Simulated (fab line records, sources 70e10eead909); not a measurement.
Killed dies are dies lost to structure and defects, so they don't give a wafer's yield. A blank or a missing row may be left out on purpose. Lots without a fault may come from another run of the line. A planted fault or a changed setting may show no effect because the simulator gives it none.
A struck lot beside a sound one | flow nand_harc | 14 steps out of a route of 1159
Sound: wafers L323.2, L323.3, L323.4. Struck: wafers L318.1, L318.5, L318.6. The cause comes at the end.
At each step with rows: each side's tool, then ch and its chambers, then its first start. Under that, the readings that differ: sound wafers | struck wafers | difference of the means | sigmas: that difference in standard deviations of wafers without a fault.
alike: readings whose means differ by less than 2 such deviations, and words and numbers that are the same on both sides. not compared: withheld readings, readings that some wafer has no value for, bounds like >300 that may hide the same value, and numbers for which the record gives no deviation and whose values overlap.
The two part at a step that has a row with sigmas, a row that says differs or no value, or rows on one side only. Numbers that don't overlap but have no deviation are shown without sigmas and don't part them. A reading that every wafer of one side lacks parts them only if that side has two wafers or more.

NHARC_A_WL_FILL_CVD_03: deposits W, target thk 40 nm, time 3302 s.
  sound on cvd_w-02 ch 0,1, day 18 11:14; struck on cvd_w-01 ch 0,1, day 16 22:21
  alike: heater_power_w, throttle_valve_pct
NHARC_A_WL_FILL_ETCHBACK_04: etches the open film in NF3, target depth 60 nm, time 120 s.
  sound on rie_metal-02 ch 0,1, day 18 14:02; struck on rie_metal-02 ch 0,1, day 17 01:38
  alike: drypump_motor_current_A, oes_product_au
  not compared: rf_hours_counter_h
NHARC_A_WL_FILL_ETCHBACK_05: etches the open film in Cl2/BCl3, target depth 22 nm, time 60 s.
  sound on rie_metal-02 ch 0,1, day 18 14:17; struck on rie_metal-02 ch 0,1, day 17 01:54
  alike: drypump_motor_current_A, oes_product_au
  not compared: rf_hours_counter_h
NHARC_A_WL_FILL_STRIP_27: strips in N2/H2, time 20 s.
  sound on plasma_asher-02 ch 0,1, day 18 14:26; struck on plasma_asher-01 ch 0,1, day 17 02:01
  alike: drypump_motor_current_A, heater_power_w
  not compared: rf_hours_counter_h
then, 5 steps without rows for these wafers: NHARC_A_WL_FILL_STRIP_28 (strips in post etch residue remover, time 1200 s); NHARC_A_WL_FILL_PRECLEAN_06 (cleans in DIW, time 300 s); NHARC_A_WL_FILL_SRD_07; NHARC_A_WL_FILL_ANNEAL_08 (time 1800 s); NHARC_A_WL_FILL_ALD_10 (deposits SiO2, target thk 50 nm, pulse time 10 s, ald cycles 500).
NHARC_A_WL_FILL_ETCHBACK_16: etches the open film in C4F8/O2/Ar, target depth 88 nm, time 17.6 s.
  sound on rie_diel-03 ch 0,2,3; struck on rie_diel-09 ch 0,3
  alike: oes_product_au, rf_fwd_power_W, rf_vpp_V
  not compared: rf_hours_counter_h
then, 1 step without rows for these wafers: NHARC_A_WL_FILL_STRIP_29 (strips in O2, time 20 s).
NHARC_A_WL_FILL_ETCHBACK_17: etches the open film in Cl2/BCl3, target depth 4 nm, time 26.7 s.
  sound on rie_metal-02 ch 0,1, day 19 02:57; struck on rie_metal-01 ch 0,1, day 17 09:34
  reading               | sound             | struck            | difference | sigmas
  oes_product_au (a.u.) | 0.996 1.004 1.008 | 0.809 0.799 0.800 | -0.200     | -15
  alike: drypump_motor_current_A
  not compared: rf_hours_counter_h
then, 2 steps without rows for these wafers: NHARC_A_WL_FILL_PRECLEAN_18 (cleans in dHF, time 30 s); NHARC_END_SORT_01.

WHERE THEY PART
Only at NHARC_A_WL_FILL_ETCHBACK_17, within this record.

WHY: what the simulator had put in
Process parameter drift: rie_metal-01, from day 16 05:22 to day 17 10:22, at NHARC_A_WL_FILL_ETCHBACK_17. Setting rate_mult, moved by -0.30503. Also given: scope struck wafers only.
